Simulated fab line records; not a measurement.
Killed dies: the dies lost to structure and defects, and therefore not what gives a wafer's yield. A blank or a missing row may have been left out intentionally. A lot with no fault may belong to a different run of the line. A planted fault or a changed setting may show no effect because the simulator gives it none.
fab line records	flow n5-finfet
[record] lots = 24	wafers = 72	last-day = 18
route steps=1938 shown BEOL_M5@1148
lots untouched by any fault: they come from a run of this same line in which no faults occurred
start-h: hours from the record's opening day to when the first of the lot's shown wafers began	wait-h: hours from the lot's prior step to this one	" same as the row above	L1.1+2: one row covering several wafers at once	- no value present, or no start provided	* or withheld: withheld	< > ~ a bound
route shown NAME@n: a module of which the file shows steps, and the number in the route of the first	usual: the fault-free wafers' mean and standard deviation	same: alike in all rows	chamber/n: place in a boat	sites: each site's reading	_std_site: the values' standard deviation	_edge_site: inner sites' mean taken away from outer sites' mean	radius-mm: how far each site lies from the wafer's centre	mask NAME#n: copy n	behind: the tool/chamber that last shaped the wafer	hold: cause of the lot's hold/its duration in hours/its outcome	device: the n, p or np transistor that did not switch	end of line: the route-end tests of the same wafers	a step with no rows: only its recipe	killed: not the wafer's yield, but the dies lost to structure and defects at the first sort	map: per-die view of a wafer (x killed, . not killed, _ where there is no die)
set.NAME: the setting that was run; set.NAME@STEP: the one run at that earlier step	model.NAME: the simulator's own value behind a step, which no gauge read
one table for each step of the route and one row for each wafer, over a sample of lots
services: from which hour (start-h, from the record's first day; less than 0 if before it) a tool's chamber was out of use, for how many hours, and why
[[steps]]
[step N5_BEOL_M5_CD_MEAS_28]
[recipe] target-cd-nm = 30.6	landing-energy-ev = 500	detector = se-inlens	target-cd-y-nm = 20	polarity = opening
[usual] cd-nm = 30.60/0.27
lot.wafer	tool	chamber	start-h	wait-h	cd-nm
L074.1	cd-sem-02	0	172.85	-	30.56
L074.2	"	0	"	"	30.82
L074.3	"	0	"	"	30.53
L076.1	cd-sem-03	0	177.78	-	30.95
L076.4	"	0	"	"	30.34
L076.6	"	0	"	"	30.50
L075.1	cd-sem-01	0	184.28	-	30.43
L075.3	"	0	"	"	30.89
L075.4	"	0	"	"	30.65
L077.2	cd-sem-01	0	186.84	-	30.36
L077.4	"	0	"	"	30.12
L077.6	"	0	"	"	30.72
L078.1	cd-sem-03	0	193.77	-	30.70
L078.3	"	0	"	"	30.57
L078.4	"	0	"	"	30.77
L079.2	cd-sem-03	0	201.17	-	30.50
L079.3	"	0	"	"	30.77
L079.6	"	0	"	"	30.75
L080.1	cd-sem-01	0	209.42	-	30.52
L080.3	"	0	"	"	30.45
L080.6	"	0	"	"	30.53
L081.4	cd-sem-01	0	209.88	-	30.60
L081.5	"	0	"	"	30.78
L081.6	"	0	"	"	30.08
L082.1	cd-sem-03	0	218.95	-	30.45
L082.5	"	0	"	"	30.68
L082.6	"	0	"	"	30.48
L083.2	cd-sem-01	0	225.27	-	31.17
L083.4	"	0	"	"	30.61
L083.6	"	0	"	"	30.58
L084.1	cd-sem-03	0	232.63	-	30.48
L084.3	"	0	"	"	30.27
L084.4	"	0	"	"	30.73
L085.1	cd-sem-01	0	232.70	-	30.78
L085.3	"	0	"	"	30.53
L085.5	"	0	"	"	30.85
L086.1	cd-sem-02	0	241.79	-	31.25
L086.3	"	0	"	"	30.45
L086.5	"	0	"	"	30.83
L087.2	cd-sem-02	0	248.91	-	30.37
L087.5	"	0	"	"	30.83
L087.6	"	0	"	"	29.96
L088.1	cd-sem-03	0	249.94	-	30.86
L088.3	"	0	"	"	31.21
L088.5	"	0	"	"	31.26
L090.1	cd-sem-02	0	260.10	-	30.57
L090.5	"	0	"	"	30.01
L090.6	"	0	"	"	30.85
L089.1	cd-sem-01	0	269.08	-	30.65
L089.2	"	0	"	"	30.92
L089.6	"	0	"	"	30.76
L091.1	cd-sem-02	0	269.13	-	30.32
L091.5	"	0	"	"	30.60
L091.6	"	0	"	"	30.67
L092.1	cd-sem-02	0	280.25	-	30.32
L092.3	"	0	"	"	30.56
L092.4	"	0	"	"	30.71
L093.2	cd-sem-02	0	293.42	-	30.46
L093.4	"	0	"	"	31.10
L093.5	"	0	"	"	30.85
L095.3	cd-sem-02	0	297.61	-	29.94
L095.4	"	0	"	"	30.16
L095.6	"	0	"	"	30.31
L094.2	cd-sem-03	0	303.48	-	30.15
L094.4	"	0	"	"	30.01
L094.6	"	0	"	"	30.70
L096.1	cd-sem-02	0	316.13	-	30.74
L096.5	"	0	"	"	30.86
L096.6	"	0	"	"	30.47
L097.4	cd-sem-03	0	316.18	-	30.61
L097.5	"	0	"	"	30.36
L097.6	"	0	"	"	30.55
[step N5_BEOL_M5_ETCH_67]
[recipe] chemistry = CF4	target = SiARC	target-depth-a = 156	mask-material = CAR-EUV	time-s = 26	ion-energy-ev = 80	pressure-mtorr = 40	source-w = 545	bias-w = 36	Ar_flow_sccm = 100	cf4-flow-sccm = 100	ends = cleared
[usual] drypump-motor-current-A = 5.4/0.39	etch-rf-on-time-s = 26.4/0.79	oes-product-au = 0.69/0.076	rf-vpp-V = 184.0/1.1	showerhead-plenum-p-Torr = 2.13/0.052	throttle-valve-pct = 15.61/0.23
lot.wafer	tool	chamber	start-h	wait-h	drypump-motor-current-A	etch-rf-on-time-s	oes-product-au	rf-hours-counter-h	rf-vpp-V	showerhead-plenum-p-Torr	throttle-valve-pct
L074.1	rie-diel-04	0	173.03	0.0	5.6	26.2	0.78	14	184.3	2.09	15.64
L074.2	"	2	"	"	5.2	28.0	0.74	32	184.9	2.17	15.43
L074.3	"	1	"	"	5.4	26.3	0.61	184	183.6	2.12	15.93
L076.1	rie-diel-05	0	178.42	0.0	5.1	26.3	0.66	124	183.4	2.06	15.75
L076.4	"	2	"	"	5.8	25.4	0.72	63	184.1	2.15	15.42
L076.6	"	1	"	"	5.7	25.3	0.71	-	183.9	2.14	15.53
L075.1	rie-diel-04	0	184.82	0.0	5.6	26.0	0.78	18	183.8	2.09	15.65
L075.3	"	2	"	"	5.2	27.5	0.73	36	183.1	2.17	15.44
L075.4	"	3	"	"	4.8	25.0	0.86	3	183.6	2.12	15.24
L077.2	rie-diel-04	1	187.01	0.0	5.4	26.3	0.61	189	184.7	2.12	15.94
L077.4	"	2	"	"	5.2	27.8	0.73	36	183.9	2.17	15.46
L077.6	"	1	"	"	5.3	26.2	0.61	-	184.6	2.12	15.94
L078.1	rie-diel-06	0	193.94	0.0	5.0	26.7	0.59	226	184.2	2.11	15.98
L078.3	"	3	"	"	4.8	26.8	0.74	38	184.0	2.08	15.19
L078.4	"	1	"	"	6.3	26.5	0.75	29	185.6	2.27	15.45
L079.2	rie-diel-04	1	201.68	0.0	5.4	26.6	0.60	193	183.5	2.12	15.94
L079.3	"	2	"	"	5.2	27.9	0.73	40	185.2	2.16	15.46
L079.6	"	1	"	"	5.4	26.8	0.60	-	182.3	2.12	15.95
L080.1	rie-diel-04	1	209.99	0.0	5.4	26.4	0.61	196	182.4	2.12	15.95
L080.3	"	2	"	"	5.2	27.5	0.72	43	184.3	2.16	15.47
L080.6	"	3	"	"	4.8	25.5	0.82	-	182.9	2.12	15.27
L081.4	rie-diel-05	1	210.08	0.0	5.8	25.5	0.70	102	182.8	2.14	15.56
L081.5	"	2	"	"	5.8	25.9	0.71	-	184.5	2.15	15.44
L081.6	"	3	"	"	5.7	26.8	0.58	-	184.0	2.21	15.80
L082.1	rie-diel-05	2	219.13	0.0	5.8	25.7	0.72	72	185.6	2.15	15.42
L082.5	"	2	"	"	5.8	25.4	0.72	-	183.2	2.15	15.43
L082.6	"	3	"	"	5.7	26.8	0.57	-	183.3	2.21	15.79
L083.2	rie-diel-04	1	225.52	0.0	5.3	26.2	0.60	200	184.9	2.12	15.96
L083.4	"	3	"	"	4.8	25.2	0.82	15	183.6	2.12	15.27
L083.6	"	3	"	"	4.8	25.2	0.82	-	183.9	2.12	15.24
L084.1	rie-diel-05	0	232.85	0.0	5.1	27.1	0.64	137	183.3	2.06	15.80
L084.3	"	1	"	"	5.8	25.5	0.69	107	182.7	2.14	15.57
L084.4	"	2	"	"	5.8	25.7	0.71	75	184.0	2.15	15.44
L085.1	rie-diel-04	0	233.07	0.0	5.6	26.2	0.75	32	183.5	2.09	15.67
L085.3	"	2	"	"	5.2	27.8	0.71	50	185.3	2.16	15.48
L085.5	"	0	"	"	5.6	26.2	0.75	-	185.6	2.09	15.68
L086.1	rie-diel-05	2	241.97	0.0	5.8	26.0	0.71	78	183.7	2.14	15.44
L086.3	"	0	"	"	5.1	26.8	0.64	140	183.0	2.06	15.79
L086.5	"	0	"	"	5.1	26.8	0.64	-	182.4	2.06	15.79
L087.2	rie-diel-05	2	249.15	0.0	5.8	25.6	0.70	81	185.1	2.14	15.44
L087.5	"	3	"	"	5.6	26.4	0.57	-	184.1	2.21	15.82
L087.6	"	2	"	"	5.8	25.9	0.69	-	185.1	2.14	15.45
L088.1	rie-diel-05	3	250.46	0.0	5.6	27.0	0.57	237	185.0	2.21	15.83
L088.3	"	2	"	"	5.8	26.0	0.69	81	184.7	2.14	15.45
L088.5	"	3	"	"	5.7	26.3	0.57	-	184.5	2.21	15.83
L090.1	rie-diel-04	1	260.28	0.0	5.3	26.0	0.60	211	184.6	2.11	15.99
L090.5	"	3	"	"	4.8	25.1	0.79	-	183.9	2.12	15.28
L090.6	"	2	"	"	5.2	27.6	0.71	-	185.3	2.16	15.51
L089.1	rie-diel-04	2	269.25	0.0	5.2	28.0	0.70	60	185.1	2.16	15.49
L089.2	"	0	"	"	5.6	26.7	0.74	42	184.1	2.08	15.68
L089.6	"	0	"	"	5.6	26.8	0.72	-	183.7	2.08	15.70
L091.1	rie-diel-05	1	269.72	0.0	5.8	25.0	0.69	119	184.7	2.14	15.60
L091.5	"	1	"	"	5.8	24.8	0.69	-	183.8	2.14	15.60
L091.6	"	3	"	"	5.7	26.7	0.57	-	185.1	2.21	15.84
L092.1	rie-diel-06	3	280.42	0.0	4.8	26.5	0.71	67	182.1	2.07	15.25
L092.3	"	1	"	"	6.3	26.8	0.71	60	185.1	2.25	15.52
L092.4	"	1	"	"	6.3	26.5	0.71	-	186.3	2.25	15.51
L093.2	rie-diel-05	0	293.98	0.0	5.1	27.5	0.62	154	183.2	2.05	15.83
L093.4	"	3	"	"	5.7	27.1	0.55	250	185.3	2.20	15.85
L093.5	"	1	"	"	5.8	25.7	0.67	-	184.3	2.13	15.59
L095.3	rie-diel-04	3	297.79	0.0	4.8	24.9	0.79	35	182.6	2.11	15.29
L095.4	"	1	"	"	5.4	26.1	0.60	220	182.4	2.11	15.99
L095.6	"	3	"	"	4.8	25.0	0.78	-	183.1	2.11	15.29
L094.2	rie-diel-06	1	303.68	0.0	6.3	26.9	0.69	67	185.4	2.25	15.52
L094.4	"	2	"	"	5.6	27.1	0.61	164	183.8	2.07	16.02
L094.6	"	1	"	"	6.3	26.9	0.69	-	188.2	2.25	15.53
L096.1	rie-diel-05	2	316.31	0.0	5.8	25.2	0.69	100	185.4	2.14	15.49
L096.5	"	2	"	"	5.8	25.5	0.69	-	183.4	2.14	15.49
L096.6	"	3	"	"	5.7	25.6	0.86	-	185.6	2.20	15.32
L097.4	rie-diel-06	3	316.35	0.0	4.8	26.8	0.69	77	185.3	2.07	15.25
L097.5	"	3	"	"	4.8	26.5	0.70	-	182.1	2.07	15.26
L097.6	"	2	"	"	5.6	27.3	0.61	-	182.4	2.07	16.04
[step N5_BEOL_M5_SPUTTER_81]
[recipe] material = Cu	target-thk-a = 150	temp-c = -20	chamber-pressure-pa = 0.07	power-w = withheld	time-s = 27.62
[usual] throttle-valve-pct = 30.0/0.97
lot.wafer	tool	chamber	start-h	wait-h	throttle-valve-pct
L074.1	pvd-sputter-02	-	176.18	0.5	29.7
L074.2	"	-	"	"	29.8
L074.3	"	-	"	"	32.1
L076.1	pvd-sputter-02	-	181.25	0.5	29.7
L076.4	"	-	"	"	29.4
L076.6	"	-	"	"	30.0
L075.1	pvd-sputter-02	-	188.77	0.5	29.9
L075.3	"	-	"	"	29.3
L075.4	"	-	"	"	29.8
L077.2	pvd-sputter-03	-	190.59	0.5	30.2
L077.4	"	-	"	"	31.6
L077.6	"	-	"	"	31.8
L078.1	pvd-sputter-01	-	196.55	0.5	30.1
L078.3	"	-	"	"	29.8
L078.4	"	-	"	"	28.4
L079.2	pvd-sputter-01	-	204.45	0.5	30.1
L079.3	"	-	"	"	28.8
L079.6	"	-	"	"	30.0
L081.4	pvd-sputter-02	-	213.11	0.5	29.7
L081.5	"	-	"	"	32.2
L081.6	"	-	"	"	30.1
L080.1	pvd-sputter-01	-	214.33	0.5	30.1
L080.3	"	-	"	"	28.6
L080.6	"	-	"	"	30.2
L082.1	pvd-sputter-01	-	223.44	0.5	28.4
L082.5	"	-	"	"	30.0
L082.6	"	-	"	"	30.1
L083.2	pvd-sputter-01	-	228.14	0.5	29.1
L083.4	"	-	"	"	30.1
L083.6	"	-	"	"	30.5
L084.1	pvd-sputter-02	-	236.05	0.5	29.8
L084.3	"	-	"	"	32.0
L084.4	"	-	"	"	29.5
L085.1	pvd-sputter-01	-	236.25	0.5	30.0
L085.3	"	-	"	"	30.1
L085.5	"	-	"	"	28.4
L086.1	pvd-sputter-02	-	245.96	0.5	29.9
L086.3	"	-	"	"	32.0
L086.5	"	-	"	"	29.4
L087.2	pvd-sputter-02	-	252.60	0.5	32.0
L087.5	"	-	"	"	32.0
L087.6	"	-	"	"	30.0
L088.1	pvd-sputter-01	-	253.48	0.5	28.4
L088.3	"	-	"	"	29.3
L088.5	"	-	"	"	28.6
L090.1	pvd-sputter-02	-	263.15	0.5	29.9
L090.5	"	-	"	"	32.4
L090.6	"	-	"	"	29.8
L091.1	pvd-sputter-03	-	272.33	0.5	29.9
L091.5	"	-	"	"	30.2
L091.6	"	-	"	"	31.7
L089.1	pvd-sputter-01	-	273.65	0.5	30.2
L089.2	"	-	"	"	30.1
L089.6	"	-	"	"	30.3
L092.1	pvd-sputter-01	-	284.23	0.5	30.0
L092.3	"	-	"	"	29.4
L092.4	"	-	"	"	28.7
L093.2	pvd-sputter-02	-	298.30	0.5	29.6
L093.4	"	-	"	"	31.9
L093.5	"	-	"	"	29.9
L095.3	pvd-sputter-01	-	300.64	0.5	30.2
L095.4	"	-	"	"	28.4
L095.6	"	-	"	"	30.3
L094.2	pvd-sputter-02	-	306.46	0.5	29.7
L094.4	"	-	"	"	32.1
L094.6	"	-	"	"	30.0
L096.1	pvd-sputter-01	-	319.11	0.5	29.4
L096.5	"	-	"	"	30.0
L096.6	"	-	"	"	30.1
L097.4	pvd-sputter-02	-	319.74	0.5	29.6
L097.5	"	-	"	"	32.0
L097.6	"	-	"	"	29.6
[step N5_BEOL_M5_ANNEAL_89]
[recipe] temp-c = 400	time-s = 1800	ambient = vacuum
[usual] heater-power-w = 800/81
lot.wafer	tool	chamber	start-h	wait-h	heater-power-w
L074.1	pvd-sputter-02	-	178.43	0.0	727
L074.2	"	-	"	"	728
L074.3	"	-	"	"	727
L076.1	pvd-sputter-02	-	183.50	0.0	724
L076.4	"	-	"	"	716
L076.6	"	-	"	"	726
L075.1	pvd-sputter-02	-	191.03	0.0	720
L075.3	"	-	"	"	714
L075.4	"	-	"	"	853
L077.2	pvd-sputter-03	-	192.84	0.0	910
L077.4	"	-	"	"	837
L077.6	"	-	"	"	819
L078.1	pvd-sputter-01	-	198.81	0.0	709
L078.3	"	-	"	"	879
L078.4	"	-	"	"	919
L079.2	pvd-sputter-01	-	206.70	0.0	737
L079.3	"	-	"	"	940
L079.6	"	-	"	"	843
L081.4	pvd-sputter-02	-	215.36	0.0	703
L081.5	"	-	"	"	723
L081.6	"	-	"	"	722
L080.1	pvd-sputter-01	-	216.59	0.0	875
L080.3	"	-	"	"	936
L080.6	"	-	"	"	865
L082.1	pvd-sputter-01	-	225.69	0.0	932
L082.5	"	-	"	"	720
L082.6	"	-	"	"	881
L083.2	pvd-sputter-01	-	230.39	0.0	815
L083.4	"	-	"	"	723
L083.6	"	-	"	"	723
L084.1	pvd-sputter-02	-	238.30	0.0	858
L084.3	"	-	"	"	745
L084.4	"	-	"	"	714
L085.1	pvd-sputter-01	-	238.50	0.0	871
L085.3	"	-	"	"	729
L085.5	"	-	"	"	943
L086.1	pvd-sputter-02	-	248.22	0.0	879
L086.3	"	-	"	"	770
L086.5	"	-	"	"	716
L087.2	pvd-sputter-02	-	254.86	0.0	757
L087.5	"	-	"	"	743
L087.6	"	-	"	"	743
L088.1	pvd-sputter-01	-	255.73	0.0	943
L088.3	"	-	"	"	813
L088.5	"	-	"	"	956
L090.1	pvd-sputter-02	-	267.66	0.1	728
L090.5	"	-	268.66	1.0	773
L090.6	"	-	"	"	717
L091.1	pvd-sputter-03	-	274.58	0.0	757
L091.5	"	-	"	"	917
L091.6	"	-	"	"	818
L089.1	pvd-sputter-01	-	275.90	0.0	857
L089.2	"	-	"	"	724
L089.6	"	-	"	"	700
L092.1	pvd-sputter-01	-	286.49	0.0	707
L092.3	"	-	"	"	799
L092.4	"	-	"	"	935
L093.2	pvd-sputter-02	-	300.55	0.0	736
L093.4	"	-	"	"	763
L093.5	"	-	"	"	717
L095.3	pvd-sputter-01	-	302.89	0.0	718
L095.4	"	-	"	"	921
L095.6	"	-	"	"	711
L094.2	pvd-sputter-02	-	308.72	0.0	695
L094.4	"	-	"	"	750
L094.6	"	-	"	"	719
L096.1	pvd-sputter-01	-	321.36	0.0	827
L096.5	"	-	"	"	893
L096.6	"	-	"	"	718
L097.4	pvd-sputter-02	-	321.99	0.0	719
L097.5	"	-	"	"	745
L097.6	"	-	"	"	705
[step N5_BEOL_M5_SPUTTER_90]
[recipe] material = Cu	target-thk-a = 45	temp-c = -20	chamber-pressure-pa = 0.07	power-w = withheld	time-s = 8.29
[usual] throttle-valve-pct = 30.0/0.97
lot.wafer	tool	chamber	start-h	wait-h	throttle-valve-pct
L074.1	pvd-sputter-02	-	179.44	0.5	29.5
L074.2	"	-	"	"	29.9
L074.3	"	-	"	"	32.0
L076.1	pvd-sputter-02	-	184.51	0.5	30.0
L076.4	"	-	"	"	29.5
L076.6	"	-	"	"	30.0
L075.1	pvd-sputter-02	-	192.03	0.5	30.0
L075.3	"	-	"	"	29.9
L075.4	"	-	"	"	29.9
L077.2	pvd-sputter-03	-	193.85	0.5	30.2
L077.4	"	-	"	"	32.0
L077.6	"	-	"	"	31.7
L078.1	pvd-sputter-01	-	199.81	0.5	30.1
L078.3	"	-	"	"	30.3
L078.4	"	-	"	"	28.6
L079.2	pvd-sputter-01	-	207.71	0.5	30.1
L079.3	"	-	"	"	28.5
L079.6	"	-	"	"	30.0
L081.4	pvd-sputter-02	-	216.37	0.5	29.5
L081.5	"	-	"	"	32.0
L081.6	"	-	"	"	29.7
L080.1	pvd-sputter-01	-	217.59	0.5	30.2
L080.3	"	-	"	"	28.3
L080.6	"	-	"	"	30.1
L082.1	pvd-sputter-01	-	226.70	0.5	28.7
L082.5	"	-	"	"	30.2
L082.6	"	-	"	"	29.8
L083.2	pvd-sputter-01	-	231.40	0.5	29.2
L083.4	"	-	"	"	30.3
L083.6	"	-	"	"	30.0
L084.1	pvd-sputter-02	-	239.31	0.5	30.2
L084.3	"	-	"	"	32.1
L084.4	"	-	"	"	29.6
L085.1	pvd-sputter-01	-	239.51	0.5	30.2
L085.3	"	-	"	"	30.4
L085.5	"	-	"	"	28.7
L086.1	pvd-sputter-02	-	249.22	0.5	30.0
L086.3	"	-	"	"	32.1
L086.5	"	-	"	"	29.4
L087.2	pvd-sputter-02	-	255.86	0.5	32.2
L087.5	"	-	"	"	32.0
L087.6	"	-	"	"	29.8
L088.1	pvd-sputter-01	-	256.74	0.5	28.6
L088.3	"	-	"	"	29.5
L088.5	"	-	"	"	28.8
L090.1	pvd-sputter-02	-	269.67	1.0	29.9
L090.5	"	-	"	"	32.1
L090.6	"	-	"	"	29.5
L089.1	pvd-sputter-01	-	276.91	0.5	30.3
L089.2	"	-	"	"	30.0
L089.6	"	-	"	"	30.4
L092.1	pvd-sputter-01	-	287.49	0.5	29.9
L092.3	"	-	"	"	29.3
L092.4	"	-	"	"	28.5
L093.2	pvd-sputter-02	-	301.56	0.5	29.6
L093.4	"	-	"	"	32.3
L093.5	"	-	"	"	30.1
L095.3	pvd-sputter-01	-	303.90	0.5	30.6
L095.4	"	-	"	"	28.6
L095.6	"	-	"	"	30.1
L091.1	pvd-sputter-03	-	305.10	30.0	29.7
L091.5	"	-	"	"	30.2
L091.6	"	-	"	"	31.8
L094.2	pvd-sputter-02	-	309.72	0.5	29.6
L094.4	"	-	"	"	31.8
L094.6	"	-	"	"	29.7
L096.1	pvd-sputter-01	-	322.37	0.5	29.4
L096.5	"	-	"	"	30.0
L096.6	"	-	"	"	30.1
L097.4	pvd-sputter-02	-	323.00	0.5	29.4
L097.5	"	-	"	"	32.2
L097.6	"	-	"	"	29.7
[step N5_BEOL_M5_THK_MEAS_53]
[recipe] thk-meas-gauge = xrf	reads = Cu_of_BEOL_M5_ECD_50
[usual] M5_THK = 60.5/2.2
lot.wafer	tool	chamber	start-h	wait-h	M5_THK[nm]
L074.1	film-metro-01	-	180.29	-	64.1
L074.2	"	-	"	"	60.6
L074.3	"	-	"	"	61.1
L076.1	film-metro-01	-	185.30	-	59.2
L076.4	"	-	"	"	63.5
L076.6	"	-	"	"	61.4
L075.1	film-metro-02	-	192.83	-	60.6
L075.3	"	-	"	"	60.6
L075.4	"	-	"	"	61.5
L077.2	film-metro-02	-	194.92	-	58.4
L077.4	"	-	"	"	58.2
L077.6	"	-	"	"	59.4
L078.1	film-metro-02	-	200.61	-	59.6
L078.3	"	-	"	"	57.7
L078.4	"	-	"	"	56.7
L079.2	film-metro-02	-	208.56	-	57.9
L079.3	"	-	"	"	57.0
L079.6	"	-	"	"	59.7
L081.4	film-metro-01	-	217.17	-	61.5
L081.5	"	-	"	"	61.0
L081.6	"	-	"	"	58.3
L080.1	film-metro-01	-	218.55	-	62.2
L080.3	"	-	"	"	58.6
L080.6	"	-	"	"	61.5
L082.1	film-metro-02	-	230.87	-	61.6
L082.5	"	-	"	"	62.0
L082.6	"	-	"	"	60.5
L083.2	film-metro-01	-	234.53	-	62.0
L083.4	"	-	"	"	64.1
L083.6	"	-	"	"	67.3
L084.1	film-metro-01	-	240.24	-	62.0
L084.3	"	-	"	"	62.2
L084.4	"	-	"	"	62.1
L085.1	film-metro-01	-	240.50	-	65.4
L085.3	"	-	"	"	59.4
L085.5	"	-	"	"	64.0
L086.1	film-metro-01	-	250.13	-	61.9
L086.3	"	-	"	"	60.4
L086.5	"	-	"	"	61.0
L087.2	film-metro-02	-	256.66	-	61.3
L087.5	"	-	"	"	59.6
L087.6	"	-	"	"	59.6
L088.1	film-metro-01	-	257.54	-	62.9
L088.3	"	-	"	"	61.6
L088.5	"	-	"	"	61.5
L090.1	film-metro-01	-	270.72	-	60.9
L090.5	"	-	"	"	62.4
L090.6	"	-	"	"	58.2
L089.1	film-metro-01	-	277.70	-	59.7
L089.2	"	-	"	"	60.9
L089.6	"	-	"	"	62.2
L092.1	film-metro-01	-	288.29	-	59.3
L092.3	"	-	"	"	57.5
L092.4	"	-	"	"	59.5
L093.2	film-metro-01	-	302.35	-	59.8
L093.4	"	-	"	"	61.5
L093.5	"	-	"	"	61.0
L095.3	film-metro-02	-	304.69	-	61.7
L095.4	"	-	"	"	59.3
L095.6	"	-	"	"	62.3
L091.1	film-metro-02	-	306.22	-	61.9
L091.5	"	-	"	"	60.3
L091.6	"	-	"	"	58.2
L094.2	film-metro-02	-	310.80	-	58.1
L094.4	"	-	"	"	55.5
L094.6	"	-	"	"	57.0
L096.1	film-metro-01	-	323.16	-	59.3
L096.5	"	-	"	"	63.3
L096.6	"	-	"	"	61.2
L097.4	film-metro-02	-	323.79	-	59.3
L097.5	"	-	"	"	59.4
L097.6	"	-	"	"	59.9
[[services]]
tool	chamber	start-h	hours	kind
rie-diel-06	3	153.13	9.8	repair
rie-diel-06	2	156.30	7.3	repair
rie-diel-04	3	158.35	-	clean
rie-diel-04	3	158.35	-	consumable-replace:focus-ring
rie-diel-04	3	158.35	17.2	scheduled-down
rie-diel-04	3	158.35	17.2	vent-cycle
rie-diel-05	3	159.35	16.8	repair
rie-diel-05	0	165.72	3.0	repair
rie-diel-05	-	199.23	2.8	pm
rie-diel-06	0	261.52	-	clean
rie-diel-06	0	261.52	-	consumable-replace:focus-ring
rie-diel-06	0	261.52	27.6	scheduled-down
rie-diel-06	0	261.52	27.6	vent-cycle
rie-diel-05	2	268.41	8.9	repair
rie-diel-04	0	281.69	8.8	repair
rie-diel-05	3	295.09	-	clean
rie-diel-05	3	295.09	-	consumable-replace:focus-ring
rie-diel-05	3	295.09	17.3	scheduled-down
rie-diel-05	3	295.09	17.3	vent-cycle
rie-diel-06	3	296.55	2.8	repair
rie-diel-05	1	307.24	4.8	repair
[[key]]
fault none
